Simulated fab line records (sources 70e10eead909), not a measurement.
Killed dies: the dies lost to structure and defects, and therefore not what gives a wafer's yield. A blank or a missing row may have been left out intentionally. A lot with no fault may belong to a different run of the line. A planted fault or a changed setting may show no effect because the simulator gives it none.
fab line records	flow nand-harc
[record] lots = 6	wafers = 18	last-day = 32
route steps=1302 shown A_STAIRCASE@735 END@1302
lots that met no fault: taken from a fault-free run of the same line
start-h: the number of hours between the record's first day and the start of the first shown wafer of the lot	wait-h: how many hours have passed since the lot's step before this one	" unchanged from the row above	L1.1+2: one row covering several wafers at once	- either no value or no given start	* or withheld: withheld	< > ~ a bound
route shown NAME@n: NAME is a module with steps in the file, n the number in the route of the first one	usual: the fault-free wafers' mean and standard deviation	same: alike in all rows	chamber/n: place in a boat	sites: the reading at each site	_std_site: standard deviation of those values	_edge_site: the outer-site mean with the inner-site mean subtracted	radius-mm: how far each site lies from the wafer's centre	mask NAME#n: copy n	behind: the tool/chamber that last shaped the wafer	hold: why the lot went on hold/how many hours it stayed there/how the hold came to an end	device: names the non-switching transistor (n, p or np)	end of line: the route-end tests of the same wafers	a step with no rows: only its recipe	killed: dies that structure and defects cost at the first sort, which is not the same as the wafer's yield	map: shows each die of a wafer: x if killed, . if not, _ if none is there
set.NAME: the setting the step ran with; set.NAME@STEP: the setting that earlier step ran with	model.NAME: the simulator's own value behind a step, which no gauge read
lots seen at some steps along the route; tables by step, rows by wafer
services: a tool's chamber out of use, with start hour (start-h, from the record's first day; less than 0 if before it), hours out, and reason
[[steps]]
[step NHARC_A_STAIRCASE_ETCH_221]
[recipe] target-depth-a = 1000	time-s = 40.5	ion-energy-ev = 400	c4f8-flow-sccm = 20	o2-flow-sccm = 10	ar-flow-sccm = withheld	rf-w = 600	bias-w = 1000	chemistry = C4F8/O2
[usual] chamber-pressure-mTorr = 24.998/0.022	oes-product-au = 0.940/0.016	rf-vpp-V = 897/5.8
lot.wafer	tool	chamber	start-h	wait-h	chamber-pressure-mTorr	oes-product-au	rf-hours-counter-h	rf-vpp-V
L172.3	rie-diel-09	3	-	-	24.970	0.945	25	897
L172.5	"	2	"	"	24.998	0.945	-	892
L172.4	"	3	"	"	25.030	0.942	-	895
L174.2	rie-diel-03	2	-	-	25.047	0.963	37	898
L174.4	"	3	"	"	25.004	0.953	37	893
L174.6	"	1	"	"	25.018	0.942	-	897
L179.2	rie-diel-03	2	-	-	24.972	0.931	12	899
L179.3	"	3	"	"	24.989	0.920	-	892
L179.5	"	2	"	"	25.027	0.929	-	898
L182.4	rie-diel-03	2	-	-	25.003	0.918	16	899
L182.3	"	3	"	"	25.017	0.920	16	891
L182.5	"	1	"	"	25.015	0.942	-	899
L181.2	rie-diel-09	3	-	-	24.968	0.957	1	896
L181.1	"	1	"	"	25.009	0.933	1	890
L181.5	"	0	"	"	25.001	0.953	-	905
L189.3	rie-diel-06	2	-	-	24.992	0.925	25	902
L189.6	"	2	"	"	25.010	0.916	-	904
L189.5	"	3	"	"	24.991	0.922	-	904
[step NHARC_A_STAIRCASE_TRIM_222]
[recipe] time-s = 211.2	o2-flow-sccm = 500	ar-flow-sccm = 0	bias-w = 0	chemistry = O2
[step NHARC_A_STAIRCASE_ETCH_223]
[recipe] target-depth-a = 1000	time-s = 40.5	ion-energy-ev = 400	c4f8-flow-sccm = 20	o2-flow-sccm = 10	ar-flow-sccm = withheld	rf-w = 600	bias-w = 1000	chemistry = C4F8/O2
[usual] chamber-pressure-mTorr = 25.003/0.023	oes-product-au = 0.941/0.013	rf-vpp-V = 897/6
lot.wafer	tool	chamber	start-h	wait-h	chamber-pressure-mTorr	oes-product-au	rf-hours-counter-h	rf-vpp-V
L172.3	rie-diel-09	3	-	-	24.997	0.937	25	897
L172.5	"	2	"	"	25.009	0.952	-	890
L172.4	"	1	"	"	24.996	0.956	-	890
L174.2	rie-diel-03	2	-	-	24.997	0.942	37	899
L174.4	"	3	"	"	24.993	0.933	37	893
L174.6	"	2	"	"	24.969	0.941	-	900
L179.2	rie-diel-03	2	-	-	25.012	0.938	12	898
L179.3	"	3	"	"	24.992	0.924	-	891
L179.5	"	3	"	"	25.006	0.930	-	893
L182.4	rie-diel-03	3	-	-	25.014	0.927	16	891
L182.3	"	1	"	"	25.000	0.952	12	899
L182.5	"	3	"	"	25.027	0.935	-	892
L181.2	rie-diel-09	1	-	-	25.011	0.917	1	889
L181.1	"	2	"	"	24.981	0.942	1	891
L181.5	"	2	"	"	24.951	0.947	-	891
L189.3	rie-diel-06	1	-	-	24.989	0.965	27	892
L189.5	"	2	"	"	24.971	0.925	-	906
L189.6	"	3	"	"	25.025	0.928	-	903
[step NHARC_A_STAIRCASE_TRIM_224]
[recipe] time-s = 211.2	o2-flow-sccm = 500	ar-flow-sccm = 0	bias-w = 0	chemistry = O2
[step NHARC_A_STAIRCASE_ETCH_225]
[recipe] target-depth-a = 1000	time-s = 40.5	ion-energy-ev = 400	c4f8-flow-sccm = 20	o2-flow-sccm = 10	ar-flow-sccm = withheld	rf-w = 600	bias-w = 1000	chemistry = C4F8/O2
[step NHARC_A_STAIRCASE_TRIM_226]
[recipe] time-s = 211.2	o2-flow-sccm = 500	ar-flow-sccm = 0	bias-w = 0	chemistry = O2
[step NHARC_A_STAIRCASE_ETCH_227]
[recipe] target-depth-a = 1000	time-s = 40.5	ion-energy-ev = 400	c4f8-flow-sccm = 20	o2-flow-sccm = 10	ar-flow-sccm = withheld	rf-w = 600	bias-w = 1000	chemistry = C4F8/O2
[step NHARC_A_STAIRCASE_TRIM_229]
[recipe] time-s = 211.2	o2-flow-sccm = 500	ar-flow-sccm = 0	bias-w = 0	chemistry = O2
[usual] chamber-pressure-mTorr = 60.00/0.061	drypump-motor-current-A = 5.6/0.4	mfc-ar-sccm = 0.006/0.01	oes-product-au = 1.000/0.012	rf-vpp-V = 57.8/0.96	run-length-s = 232.71/0.27	showerhead-plenum-p-Torr = 3.55/0.15	throttle-valve-pct = 17.037/0.0088
lot.wafer	tool	chamber	start-h	wait-h	chamber-pressure-mTorr	drypump-motor-current-A	mfc-ar-sccm	oes-product-au	rf-hours-counter-h	rf-vpp-V	run-length-s	showerhead-plenum-p-Torr	throttle-valve-pct
L172.3	rie-diel-09	1	409.56	0.1	60.01	5.5	0.018	1.020	29	57.8	233.51	3.37	17.048
L172.4	"	3	"	"	59.99	4.9	0	0.999	-	58.6	232.73	3.54	17.043
L172.5	"	1	"	"	59.94	5.5	0.018	1.020	-	58.4	233.36	3.37	17.014
L174.2	rie-diel-03	2	427.28	0.1	60.02	6.0	0.007	1.019	37	58.0	233.09	3.59	17.028
L174.4	"	0	"	"	59.99	6.2	0	1.012	41	58.2	232.52	3.39	17.034
L174.6	"	2	"	"	60.00	6.1	0.007	1.020	-	58.2	232.66	3.59	17.031
L179.2	rie-diel-03	3	498.81	0.1	60.05	5.9	0	0.992	12	56.9	232.56	3.40	17.038
L179.3	"	3	"	"	60.12	5.9	0	0.991	-	58.0	232.60	3.40	17.033
L179.5	"	3	"	"	59.89	5.9	0	0.982	-	58.0	232.52	3.40	17.029
L182.4	rie-diel-09	1	508.87	0.1	60.05	5.5	0.018	0.998	0	57.6	232.83	3.36	17.032
L182.3	"	3	"	"	60.05	4.8	0	1.002	0	58.5	232.25	3.52	17.032
L182.5	"	1	"	"	60.03	5.5	0.018	0.994	-	57.2	232.82	3.36	17.043
L181.1	rie-diel-09	0	514.61	0.1	59.99	5.9	0	1.010	2	56.6	232.55	3.75	17.056
L181.2	"	1	"	"	59.91	5.5	0.018	0.979	2	58.0	232.72	3.36	17.051
L181.5	"	3	"	"	59.93	4.9	0	0.999	-	57.0	232.57	3.52	17.046
L189.3	rie-diel-03	0	570.06	0.1	60.10	6.2	0	0.973	32	57.9	232.61	3.37	17.039
L189.6	"	2	"	"	60.01	6.0	0.007	0.996	-	58.1	232.78	3.57	17.045
L189.5	"	3	"	"	60.08	5.9	0	0.989	-	57.7	232.63	3.39	17.046
[step NHARC_A_STAIRCASE_ETCH_230]
[recipe] target-depth-a = 1000	time-s = 40.5	ion-energy-ev = 400	c4f8-flow-sccm = 20	o2-flow-sccm = 10	ar-flow-sccm = withheld	rf-w = 600	bias-w = 1000	chemistry = C4F8/O2
[usual] chamber-pressure-mTorr = 24.998/0.024	oes-product-au = 0.948/0.017	rf-vpp-V = 897/5.8
lot.wafer	tool	chamber	start-h	wait-h	chamber-pressure-mTorr	oes-product-au	rf-hours-counter-h	rf-vpp-V
L172.3	rie-diel-09	3	-	-	24.997	0.948	26	897
L172.5	"	2	"	"	24.974	0.957	-	892
L172.4	"	3	"	"	24.987	0.946	-	896
L174.4	rie-diel-03	0	-	-	24.984	0.950	41	892
L174.2	"	1	"	"	25.009	0.961	41	899
L174.6	"	3	"	"	25.005	0.938	-	892
L179.3	rie-diel-03	2	499.15	0.2	24.992	0.930	12	897
L179.2	"	3	"	"	24.977	0.929	13	891
L179.5	"	3	"	"	25.000	0.941	-	891
L182.3	rie-diel-09	0	-	-	25.005	0.993	0	903
L182.4	"	2	"	"	24.973	0.963	0	889
L182.5	"	1	"	"	25.005	0.952	-	888
L181.2	rie-diel-09	2	-	-	24.994	0.950	2	891
L181.1	"	3	"	"	25.003	0.944	2	893
L181.5	"	1	"	"	24.986	0.942	-	889
L189.3	rie-diel-03	2	-	-	24.994	0.918	37	896
L189.5	"	3	"	"	25.034	0.912	-	891
L189.6	"	0	"	"	25.022	0.911	-	891
[step NHARC_A_STAIRCASE_TRIM_231]
[recipe] time-s = 211.2	o2-flow-sccm = 500	ar-flow-sccm = 0	bias-w = 0	chemistry = O2
[usual] chamber-pressure-mTorr = 60.01/0.053	drypump-motor-current-A = 5.6/0.39	mfc-ar-sccm = 0.006/0.0099	oes-product-au = 0.997/0.012	rf-vpp-V = 57.8/0.94	run-length-s = 232.8/0.31	showerhead-plenum-p-Torr = 3.55/0.16	throttle-valve-pct = 17.036/0.008
lot.wafer	tool	chamber	start-h	wait-h	chamber-pressure-mTorr	drypump-motor-current-A	mfc-ar-sccm	oes-product-au	rf-hours-counter-h	rf-vpp-V	run-length-s	showerhead-plenum-p-Torr	throttle-valve-pct
L172.3	rie-diel-09	2	-	-	60.00	5.6	0.010	1.010	27	59.3	232.8	3.40	17.046
L172.4	"	3	"	"	60.04	4.9	0	1.006	-	57.8	232.4	3.54	17.047
L172.5	"	2	"	"	60.07	5.6	0.010	1.011	-	57.0	232.6	3.40	17.020
L174.4	rie-diel-03	1	-	-	60.01	5.6	0	1.009	41	59.1	232.9	3.59	17.037
L174.2	"	0	"	"	60.02	6.1	0	0.997	41	56.4	232.7	3.39	17.026
L174.6	"	2	"	"	60.05	6.1	0.007	0.996	-	58.3	233.1	3.59	17.032
L179.2	rie-diel-03	2	-	-	59.95	6.0	0.007	0.998	12	56.6	232.7	3.58	17.030
L179.3	"	3	"	"	60.07	5.9	0	0.992	13	57.6	232.8	3.40	17.043
L179.5	"	2	"	"	60.03	6.1	0.007	0.988	-	58.4	232.8	3.58	17.033
L182.3	rie-diel-09	1	-	-	60.02	5.5	0.018	0.988	0	57.3	232.7	3.36	17.049
L182.4	"	2	"	"	59.91	5.6	0.010	0.999	0	58.4	232.5	3.38	17.027
L182.5	"	1	"	"	59.99	5.5	0.018	0.993	-	58.2	232.9	3.36	17.051
L181.1	rie-diel-09	1	-	-	60.02	5.5	0.018	0.998	2	57.1	232.8	3.36	17.040
L181.2	"	2	"	"	60.03	5.6	0.010	1.009	2	58.1	232.3	3.38	17.031
L181.5	"	3	"	"	60.06	4.9	0	0.986	-	59.2	232.2	3.52	17.043
L189.3	rie-diel-03	1	-	-	59.90	5.6	0	1.002	31	58.7	233.2	3.57	17.030
L189.5	"	0	"	"	60.00	6.1	0	0.983	-	57.3	232.7	3.37	17.051
L189.6	"	1	"	"	60.09	5.6	0	1.004	-	58.5	232.9	3.57	17.034
[step NHARC_A_STAIRCASE_ETCH_232]
[recipe] target-depth-a = 1000	time-s = 40.5	ion-energy-ev = 400	c4f8-flow-sccm = 20	o2-flow-sccm = 10	ar-flow-sccm = withheld	rf-w = 600	bias-w = 1000	chemistry = C4F8/O2
[step NHARC_A_STAIRCASE_TRIM_233]
[recipe] time-s = 211.2	o2-flow-sccm = 500	ar-flow-sccm = 0	bias-w = 0	chemistry = O2
[usual] chamber-pressure-mTorr = 60.00/0.062	drypump-motor-current-A = 5.6/0.39	mfc-ar-sccm = 0.006/0.01	oes-product-au = 1.000/0.012	rf-vpp-V = 57.8/0.89	run-length-s = 232.7/0.31	showerhead-plenum-p-Torr = 3.56/0.16	throttle-valve-pct = 17.037/0.0099
lot.wafer	tool	chamber	start-h	wait-h	chamber-pressure-mTorr	drypump-motor-current-A	mfc-ar-sccm	oes-product-au	rf-hours-counter-h	rf-vpp-V	run-length-s	showerhead-plenum-p-Torr	throttle-valve-pct
L172.3	rie-diel-09	2	410.13	-	60.08	5.6	0.010	1.007	27	58.7	232.5	3.40	17.030
L172.4	"	2	"	"	59.94	5.6	0.010	1.011	-	58.8	232.4	3.40	17.052
L172.5	"	1	"	"	60.05	5.5	0.018	1.014	-	57.9	232.7	3.37	17.051
L174.2	rie-diel-03	0	427.78	-	59.95	6.1	0	0.993	41	56.0	232.8	3.39	17.031
L174.4	"	2	"	"	59.92	6.1	0.007	1.010	37	57.5	232.5	3.59	17.041
L174.6	"	1	"	"	60.10	5.6	0	1.007	-	57.2	233.3	3.59	17.035
L179.3	rie-diel-03	1	499.50	-	60.06	5.7	0	1.009	9	57.9	232.8	3.58	17.036
L179.2	"	3	"	"	59.98	5.9	0	0.989	13	55.4	232.4	3.40	17.030
L179.5	"	3	"	"	59.98	5.9	0	0.990	-	58.2	232.7	3.40	17.026
L182.3	rie-diel-09	0	509.39	-	59.96	5.8	0	1.001	0	59.6	152.5	3.75	17.044
L182.4	"	1	"	"	60.03	5.5	0.018	0.986	0	57.2	232.7	3.36	17.057
L182.5	"	3	"	"	60.00	4.8	0	0.984	-	57.8	232.3	3.52	17.050
L181.2	rie-diel-09	3	515.12	-	60.01	4.9	0	1.003	2	59.0	232.8	3.52	17.053
L181.1	"	0	"	"	59.91	5.8	0	1.001	2	59.2	152.2	3.75	17.051
L181.5	"	2	"	"	60.09	5.6	0.010	1.000	-	59.0	232.7	3.38	17.043
L189.3	rie-diel-03	2	570.56	-	60.04	6.1	0.007	0.996	37	57.6	232.6	3.57	17.038
L189.6	"	3	"	"	60.07	5.9	0	0.974	-	58.3	232.4	3.39	17.045
L189.5	"	0	"	"	60.00	6.2	0	0.989	-	57.5	232.8	3.37	17.032
[step NHARC_A_STAIRCASE_ETCH_234]
[recipe] target-depth-a = 1000	time-s = 40.5	ion-energy-ev = 400	c4f8-flow-sccm = 20	o2-flow-sccm = 10	ar-flow-sccm = withheld	rf-w = 600	bias-w = 1000	chemistry = C4F8/O2
[step NHARC_END_SORT_01]
[recipe] temp-c = 25
[usual] killed-at-array = 59/17	killed-at-other = 0.9/1.6	killed-at-periphery = 3.7/2.3	killed-dies = 64/17	killed-open = 3.3/1.8	killed-short = 2.4/1.6
[same] gross-dies = 677
lot.wafer	tool	chamber	start-h	wait-h	hold	killed-at-array	killed-at-other	killed-at-periphery	killed-dies	killed-open	killed-short
L172.3	prober-02	0	606.68	3.1	-	37	0	1	38	5	3
L172.4	prober-02	0	607.48	3.4	-	44	0	3	47	4	3
L172.5	prober-02	0	608.29	3.7	-	52	0	0	52	3	1
L174.2	prober-02	0	620.46	2.8	-	49	4	2	55	2	2
L174.4	prober-02	0	622.07	3.4	-	59	7	3	69	2	3
L174.6	prober-02	0	623.67	4.0	-	48	9	1	58	4	1
L179.2	prober-02	0	701.35	2.8	-	80	1	3	84	6	3
L179.3	prober-02	0	702.15	3.1	-	60	0	2	62	7	2
L179.5	prober-02	0	703.76	3.7	-	75	0	5	80	4	0
L181.1	prober-01	0	708.37	2.5	await-dispo/3.0h/release	671	0	6	677	1	0
L181.2	prober-01	0	709.17	2.8	await-dispo/3.0h/release	49	0	5	54	3	3
L181.5	prober-01	0	711.56	3.7	await-dispo/3.0h/release	55	1	9	65	7	5
L182.3	prober-01	0	717.74	3.1	await-dispo/2.3h/release	674	0	3	677	5	4
L182.4	prober-01	0	718.54	3.4	await-dispo/2.3h/release	83	1	8	92	6	5
L182.5	prober-01	0	719.33	3.7	await-dispo/2.3h/release	72	0	5	77	2	1
// killed by level:class
L172.3 A_CHANNEL_HOLE_D2:chamber-film-flake=24 A_CONTACT:chamber-film-flake=4 P_CONTACT:geometric-particle:open=1 A_CHANNEL_FILL_D1:geometric-particle:open=1 A_CHANNEL_FILL_D1:geometric-particle:short=1 A_DECK1_JOINT:geometric-particle:short=1 A_SGD_CUT:geometric-particle:short=1 A_SLIT:geometric-particle:open=1
L172.4 A_CHANNEL_HOLE_D2:chamber-film-flake=31 A_M1:chamber-film-flake=4 A_CHANNEL_HOLE_D1:chamber-film-flake=2 A_CONTACT:chamber-film-flake=2 P_GATE:geometric-particle:open=1 P_CONTACT:geometric-particle:short=1 P_M0:geometric-particle:open=1 A_ONON_D1:geometric-particle:short=1
L172.5 A_CHANNEL_HOLE_D2:chamber-film-flake=36 A_CONTACT:chamber-film-flake=6 A_M1:chamber-film-flake=4 A_CHANNEL_FILL_D2:geometric-particle:open=1 A_M0:geometric-particle:short=1 A_M0:geometric-particle:open=1 A_M1:geometric-particle:open=1 A_ZERO_WELL:chamber-film-flake=1
L174.2 A_SLIT:chamber-film-flake=29 A_CHANNEL_HOLE_D2:chamber-film-flake=9 THIN_TSV:chamber-film-flake=4 A_CONTACT:chamber-film-flake=3 A_CHANNEL_HOLE_D1:chamber-film-flake=2 A_WL_FILL:chamber-film-flake=2 P_CONTACT:geometric-particle:open=1 A_ONON_D1:geometric-particle:open=1
L174.4 A_SLIT:chamber-film-flake=28 A_CHANNEL_HOLE_D2:chamber-film-flake=11 THIN_TSV:chamber-film-flake=7 A_CONTACT:chamber-film-flake=5 A_CHANNEL_HOLE_D1:chamber-film-flake=4 A_STAIRCASE:chamber-film-flake=3 A_CHANNEL_HOLE_D1:geometric-particle:short=2 P_M1:chamber-film-flake=2
L174.6 A_SLIT:chamber-film-flake=24 THIN_TSV:chamber-film-flake=9 A_CHANNEL_HOLE_D2:chamber-film-flake=7 A_STAIRCASE:chamber-film-flake=4 A_WL_FILL:chamber-film-flake=3 A_CHANNEL_HOLE_D1:chamber-film-flake=2 A_ONON_D1:geometric-particle:open=1 A_CHANNEL_FILL_D1:geometric-particle:open=1
L179.2 A_SLIT:chamber-film-flake=30 A_CHANNEL_HOLE_D2:chamber-film-flake=15 A_CHANNEL_HOLE_D1:chamber-film-flake=9 A_CONTACT:chamber-film-flake=9 A_DECK1_JOINT:chamber-film-flake=4 A_BLC:geometric-particle:open=3 A_WL_FILL:geometric-particle:short=2 P_GATE:chamber-film-flake=2
L179.3 A_SLIT:chamber-film-flake=33 A_CHANNEL_HOLE_D2:chamber-film-flake=8 A_CHANNEL_HOLE_D1:chamber-film-flake=5 A_CHANNEL_HOLE_D1:geometric-particle:open=2 A_M0:geometric-particle:open=2 A_STAIRCASE:chamber-film-flake=2 A_CONTACT:chamber-film-flake=2 P_M0:geometric-particle:open=1
L179.5 A_SLIT:chamber-film-flake=35 A_CHANNEL_HOLE_D2:chamber-film-flake=18 A_CONTACT:chamber-film-flake=9 A_CHANNEL_HOLE_D1:chamber-film-flake=4 A_STAIRCASE:chamber-film-flake=3 P_M2:chamber-film-flake=2 A_BLC:chamber-film-flake=2 P_CONTACT:geometric-particle:open=1
L181.1 A_STAIRCASE:area-trim=621 A_SLIT:chamber-film-flake=33 A_CONTACT:chamber-film-flake=7 P_CONTACT:chamber-film-flake=5 A_CHANNEL_HOLE_D1:chamber-film-flake=5 A_BLC:chamber-film-flake=2 P_GATE:geometric-particle:open=1 A_CHANNEL_FILL_D1:chamber-film-flake=1
L181.2 A_SLIT:chamber-film-flake=32 A_CHANNEL_HOLE_D1:chamber-film-flake=5 A_CONTACT:chamber-film-flake=3 P_CONTACT:chamber-film-flake=2 A_STAIRCASE:chamber-film-flake=2 P_CONTACT:geometric-particle:open=1 A_ONON_D1:geometric-particle:open=1 A_CHANNEL_FILL_D2:geometric-particle:open=1
L181.5 A_SLIT:chamber-film-flake=30 A_CONTACT:chamber-film-flake=6 P_CONTACT:chamber-film-flake=5 A_CHANNEL_HOLE_D1:chamber-film-flake=4 A_STAIRCASE:chamber-film-flake=4 A_CHANNEL_FILL_D2:geometric-particle:short=2 A_WL_FILL:geometric-particle:short=2 A_M0:geometric-particle:open=2
L182.3 A_STAIRCASE:area-trim=582 A_CHANNEL_HOLE_D1:chamber-film-flake=29 A_CHANNEL_HOLE_D2:chamber-film-flake=25 A_STAIRCASE:chamber-film-flake=11 A_WL_FILL:chamber-film-flake=8 A_CONTACT:chamber-film-flake=6 A_SLIT:chamber-film-flake=5 P_GATE:geometric-particle:open=1
L182.4 A_CHANNEL_HOLE_D1:chamber-film-flake=32 A_CHANNEL_HOLE_D2:chamber-film-flake=21 P_GATE:chamber-film-flake=6 A_SLIT:chamber-film-flake=6 A_CONTACT:chamber-film-flake=6 A_STAIRCASE:chamber-film-flake=3 A_CHANNEL_HOLE_D1:geometric-particle:short=2 A_DECK1_JOINT:geometric-particle:open=2
L182.5 A_CHANNEL_HOLE_D1:chamber-film-flake=30 A_CHANNEL_HOLE_D2:chamber-film-flake=15 A_SLIT:chamber-film-flake=7 A_STAIRCASE:chamber-film-flake=7 A_WL_FILL:chamber-film-flake=5 A_CONTACT:chamber-film-flake=3 A_BLC:geometric-particle:open=2 P_GATE:chamber-film-flake=2
// map L181.1 (x killed, . not)
____________x____________
_________xxxxxxx_________
_______xxxxxxxxxxx_______
______xxxxxxxxxxxxx______
_____xxxxxxxxxxxxxxx_____
____xxxxxxxxxxxxxxxxx____
____xxxxxxxxxxxxxxxxx____
___xxxxxxxxxxxxxxxxxxx___
___xxxxxxxxxxxxxxxxxxx___
__xxxxxxxxxxxxxxxxxxxxx__
__xxxxxxxxxxxxxxxxxxxxx__
_xxxxxxxxxxxxxxxxxxxxxxx_
_xxxxxxxxxxxxxxxxxxxxxxx_
_xxxxxxxxxxxxxxxxxxxxxxx_
_xxxxxxxxxxxxxxxxxxxxxxx_
_xxxxxxxxxxxxxxxxxxxxxxx_
xxxxxxxxxxxxxxxxxxxxxxxxx
xxxxxxxxxxxxxxxxxxxxxxxxx
xxxxxxxxxxxxxxxxxxxxxxxxx
xxxxxxxxxxxxxxxxxxxxxxxxx
xxxxxxxxxxxxxxxxxxxxxxxxx
_xxxxxxxxxxxxxxxxxxxxxxx_
_xxxxxxxxxxxxxxxxxxxxxxx_
_xxxxxxxxxxxxxxxxxxxxxxx_
_xxxxxxxxxxxxxxxxxxxxxxx_
_xxxxxxxxxxxxxxxxxxxxxxx_
__xxxxxxxxxxxxxxxxxxxxx__
__xxxxxxxxxxxxxxxxxxxxx__
___xxxxxxxxxxxxxxxxxxx___
___xxxxxxxxxxxxxxxxxxx___
____xxxxxxxxxxxxxxxxx____
____xxxxxxxxxxxxxxxxx____
_____xxxxxxxxxxxxxxx_____
______xxxxxxxxxxxxx______
_______xxxxxxxxxxx_______
_________xxxxxxx_________
____________x____________
// map L182.3 (x killed, . not)
____________x____________
_________xxxxxxx_________
_______xxxxxxxxxxx_______
______xxxxxxxxxxxxx______
_____xxxxxxxxxxxxxxx_____
____xxxxxxxxxxxxxxxxx____
____xxxxxxxxxxxxxxxxx____
___xxxxxxxxxxxxxxxxxxx___
___xxxxxxxxxxxxxxxxxxx___
__xxxxxxxxxxxxxxxxxxxxx__
__xxxxxxxxxxxxxxxxxxxxx__
_xxxxxxxxxxxxxxxxxxxxxxx_
_xxxxxxxxxxxxxxxxxxxxxxx_
_xxxxxxxxxxxxxxxxxxxxxxx_
_xxxxxxxxxxxxxxxxxxxxxxx_
_xxxxxxxxxxxxxxxxxxxxxxx_
xxxxxxxxxxxxxxxxxxxxxxxxx
xxxxxxxxxxxxxxxxxxxxxxxxx
xxxxxxxxxxxxxxxxxxxxxxxxx
xxxxxxxxxxxxxxxxxxxxxxxxx
xxxxxxxxxxxxxxxxxxxxxxxxx
_xxxxxxxxxxxxxxxxxxxxxxx_
_xxxxxxxxxxxxxxxxxxxxxxx_
_xxxxxxxxxxxxxxxxxxxxxxx_
_xxxxxxxxxxxxxxxxxxxxxxx_
_xxxxxxxxxxxxxxxxxxxxxxx_
__xxxxxxxxxxxxxxxxxxxxx__
__xxxxxxxxxxxxxxxxxxxxx__
___xxxxxxxxxxxxxxxxxxx___
___xxxxxxxxxxxxxxxxxxx___
____xxxxxxxxxxxxxxxxx____
____xxxxxxxxxxxxxxxxx____
_____xxxxxxxxxxxxxxx_____
______xxxxxxxxxxxxx______
_______xxxxxxxxxxx_______
_________xxxxxxx_________
____________x____________
[[services]]
tool	chamber	start-h	hours	kind
rie-diel-03	0	389.25	-	clean
rie-diel-03	1	389.25	-	clean
rie-diel-03	2	389.25	-	clean
rie-diel-03	3	389.25	-	clean
rie-diel-09	0	406.89	7.1	repair
rie-diel-03	0	413.77	-	clean
rie-diel-03	1	413.77	-	clean
rie-diel-03	2	413.77	-	clean
rie-diel-03	3	413.77	-	clean
rie-diel-03	0	438.27	-	clean
rie-diel-03	1	438.27	-	clean
rie-diel-03	2	438.27	-	clean
rie-diel-03	3	438.27	-	clean
rie-diel-06	1	445.42	16.8	repair
rie-diel-03	-	459.15	9.0	pm
rie-diel-03	0	459.15	9.0	vent-cycle
rie-diel-03	1	459.15	9.0	vent-cycle
rie-diel-03	2	459.15	9.0	vent-cycle
rie-diel-06	-	472.81	0.5	repair
rie-diel-06	-	484.44	9.0	pm
rie-diel-03	0	491.44	8.7	repair
rie-diel-09	-	499.72	9.0	pm
rie-diel-03	3	499.98	1.6	repair
rie-diel-06	3	508.98	12.6	repair
[[key]]
[first-sign] step = NHARC_A_STAIRCASE_TRIM_233	reading = run-length-s	direction = down	sigmas = 99+	usual = *	struck = *
[effect] step = NHARC_END_SORT_01	reading = killed-at-array	direction = up	sigmas = 37	usual = 59	struck = 672
[more-kills-born-at] NHARC_A_STAIRCASE_TRIM_233@rie-diel-09 = 1203
met-at NHARC_A_STAIRCASE_TRIM_233
struck-wafers L181.1,L182.3
later-rows-left-out L181.1,L182.3
tester-left-out L181,L182
[fault] kind = process-parameter-drift	tool = rie-diel-09	chamber = 0	onset-h = 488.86	steps = NHARC_A_STAIRCASE_TRIM_233	channel = time-s	offset = *	shape = step	end-h = 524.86	acts-in = *	stated = *
// tester-left-out: of these lots the tester's yield and bins aren't shown, on N5 and GAA mostly nor the transistor test; their killed dies are dies lost to structure and defects alone, not to doping, threshold or leakage, so they don't give the yield
// later-rows-left-out: the simulator's readings of these wafers behind a module that went badly wrong aren't trusted and aren't shown, but for the sort
